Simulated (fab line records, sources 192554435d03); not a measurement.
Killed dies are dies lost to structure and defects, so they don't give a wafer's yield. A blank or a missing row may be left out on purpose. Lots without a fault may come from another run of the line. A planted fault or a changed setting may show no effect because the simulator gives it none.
Problem report in the 8D (eight disciplines) form, filled by code | flow n5_finfet | the parts of the form that need people (team, actions taken, sign-off) are left out

1. THE PROBLEM
M15_OVL at N5_BEOL_M15_OVL_MEAS_29 reads a mean of 115 nm on 9 wafers of 3 lots; wafers without a fault read 2 nm with a standard deviation of 4.5. That is +25 standard deviations from the usual mean.
First seen on wafer L743.1, day 17 05:21, on overlay-02. The record holds 33 wafers of 11 lots with a number at this step. Rule for "out", or "out of limits": more than 4 standard deviations from the usual mean. The other wafers with a number count as sound.

2. WHAT IT IS AND WHAT IT IS NOT
question                    | is                     | is not
which readings at this step | M15_OVL                | -
which lots                  | L743, L744, L745       | L730, L731, L735, L740, L746, L751, L752, L753
which wafers of those lots  | all that have a number | -
read on which gauges        | overlay-01, overlay-02 | -
when                        | from day 17 05:21      | up to then (12 sound wafers); but 12 sound wafers of L746, L751, L752, L753 came after

3. SUSPECTS, AND WHAT RULES EACH OUT
Counting: a tool at a process step up to the reading stays a suspect if it ran every lot that is out and no sound lot after the first of them.
- the gauge at N5_BEOL_M15_OVL_MEAS_29: ruled out. The wafers that are out were read on 2 gauges (overlay-01, overlay-02).
- krf_scanner-02 at N5_BEOL_M15_EXPOSE_25 (exposes mask M15, target cd 400 nm): kept. It ran every lot that is out, first L743 (day 17 05:09), and no sound lot after that; its last sound lot up to then is L740 (day 17 04:00).
Left after counting: krf_scanner-02 at N5_BEOL_M15_EXPOSE_25.

4. THE CAUSE (what the simulator had put in)
Scanner matching overlay: krf_scanner-02, from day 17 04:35 on, at N5_BEOL_M15_EXPOSE_25. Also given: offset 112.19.
Counting left only this tool.

5. THE CHAIN OF EFFECTS, in route order
Each row: a reading whose mean over the struck wafers that have a number lies more than 3 standard deviations from the usual. Only readings for which the record gives a usual standard deviation are gone through. hours: the time from each lot's start at the first step in this table that gives one to its start at this step, as a median over the lots. sigmas: the change in usual standard deviations.
hours | step                    | reading | usual | on struck wafers | change | sigmas
0     | N5_BEOL_M15_OVL_MEAS_29 | M15_OVL | 2 nm  | 115              | +113   | +25

6. WHAT WOULD HAVE CAUGHT IT SOONER
In this record the first reading out of limits at a measuring or inspecting step was taken at day 17 05:21, 1 hour after the fault began at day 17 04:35.
Of the lots that are out (3), L745, L744 began N5_BEOL_M15_EXPOSE_25 on krf_scanner-02 after day 17 05:21. A hold on the tool at that time would have spared those 2.
